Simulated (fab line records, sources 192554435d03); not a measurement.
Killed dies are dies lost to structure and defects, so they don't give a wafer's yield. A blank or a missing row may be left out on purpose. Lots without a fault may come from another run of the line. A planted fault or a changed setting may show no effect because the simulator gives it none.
Chamber matching | flow n5_finfet | N5_GATE_CUT_CMP_02 on cmp-02: 4 sister chambers
The step polishes, stops on SiO2, t overpolish 12.7 s, target thk 0 nm. 8 wafers are shown with their chamber, then 8 later ones without.

WAFERS WITH THEIR CHAMBER
wafer  | chamber | motor_current_A (A) | time_to_endpoint_s (s)
L083.5 | 1       | 9.7                 | 24
L089.1 | 2       | 10.3                | 22
L089.2 | 0       | 10.3                | 27
L089.5 | 2       | 9.8                 | 26
L090.2 | 0       | 9.8                 | 27
L090.4 | 3       | 8.6                 | 23
L090.6 | 1       | 9.2                 | 29
L091.1 | 3       | 8.2                 | 25

WAFERS WITHOUT THEIR CHAMBER
wafer  | motor_current_A (A) | time_to_endpoint_s (s)
L091.2 | 10.3                | 25
L091.6 | 10.0                | 26
L093.1 | 10.1                | 26
L093.2 | 9.1                 | 29
L093.3 | 10.5                | 26
L096.2 | 9.6                 | 27
L096.3 | 9.5                 | 23
L096.6 | 8.2                 | 20

WHICH CHAMBER EACH WENT THROUGH
wafer  | from the rows above               | in truth
L091.2 | can't be placed: 2 or 0 or 1      | 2
L091.6 | can't be placed: 0 or 2 or 1      | 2
L093.1 | can't be placed: 0 or 2 or 1      | 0
L093.2 | can't be placed: 1 or 0 or 3      | 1
L093.3 | can't be placed: 0 or 2 or 1      | 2
L096.2 | can't be placed: 1 or 0 or 2      | 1
L096.3 | can't be placed: 1 or 2 or 0 or 3 | 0
L096.6 | 3                                 | 3
Placed correctly: 1 of 8. Can't be placed from these rows: 7 (the true chamber is among the candidates in 7). Placed wrongly: 0.
How it was worked out, from the rows above alone: a wafer's distance from a chamber is the root of the sum, over the readings, of the square of ((its reading less the chamber's mean) divided by the reading's scatter). The wafer belongs to the nearest chamber; if the next one is less than 2 further off, it can't be placed. A chamber's mean is the mean of its shown wafers. The scatter: the root of (the sum of the squares of (reading less its chamber's mean) over the shown wafers, divided by (wafers less chambers)).
